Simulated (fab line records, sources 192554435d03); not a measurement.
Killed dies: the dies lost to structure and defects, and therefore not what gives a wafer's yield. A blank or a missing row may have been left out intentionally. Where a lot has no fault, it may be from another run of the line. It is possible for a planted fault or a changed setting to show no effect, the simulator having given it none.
Matching of chambers :: flow n5 finfet :: N5_FIN_SAQP_STRIP_55 on rie diel-01: 4 sister chambers
The step strips in N2/H2. 4 wafers are shown with their chamber, then 10 later ones without.

## WAFERS WITH THEIR CHAMBER
wafer: L077.1
chamber: 2
drypump motor current A (A): 5.6

wafer: L080.5
chamber: 1
drypump motor current A (A): 6.2

wafer: L091.3
chamber: 3
drypump motor current A (A): 6.6

wafer: L091.4
chamber: 0
drypump motor current A (A): 5.9

## WAFERS MISSING THEIR CHAMBER
wafer: L091.5
drypump motor current A (A): 5.6

wafer: L093.3
drypump motor current A (A): 6.2

wafer: L093.5
drypump motor current A (A): 5.6

wafer: L093.6
drypump motor current A (A): 6.2

wafer: L094.2
drypump motor current A (A): 5.9

wafer: L094.3
drypump motor current A (A): 6.2

wafer: L094.5
drypump motor current A (A): 6.2

wafer: L097.3
drypump motor current A (A): 6.2

wafer: L097.5
drypump motor current A (A): 5.9

wafer: L097.6
drypump motor current A (A): 6.8

## WHICH CHAMBER EACH ONE RAN IN
wafer: L091.5
from the rows above: 2
in truth: 2

wafer: L093.3
from the rows above: 1
in truth: 1

wafer: L093.5
from the rows above: 2
in truth: 2

wafer: L093.6
from the rows above: 1
in truth: 1

wafer: L094.2
from the rows above: 0
in truth: 0

wafer: L094.3
from the rows above: 1
in truth: 1

wafer: L094.5
from the rows above: 1
in truth: 1

wafer: L097.3
from the rows above: 1
in truth: 1

wafer: L097.5
from the rows above: 0
in truth: 0

wafer: L097.6
from the rows above: 3
in truth: 3
Correct placement for 10 of the 10. Can't be placed from these rows: 0. Wrongly placed: 0.
How it was worked out, from the rows above alone: a wafer's distance from a chamber is the root of the sum, over the readings, of the square of ((its reading less the chamber's mean) divided by the reading's scatter). If the next closest chamber is less than 2 further off than the closest, the wafer can't be placed; otherwise it belongs to the closest. For every chamber, the mean is computed from those of its wafers that are shown. The scatter: with one shown wafer a chamber, the root of the mean of the squares of how far each hidden wafer lies from its nearest shown one.
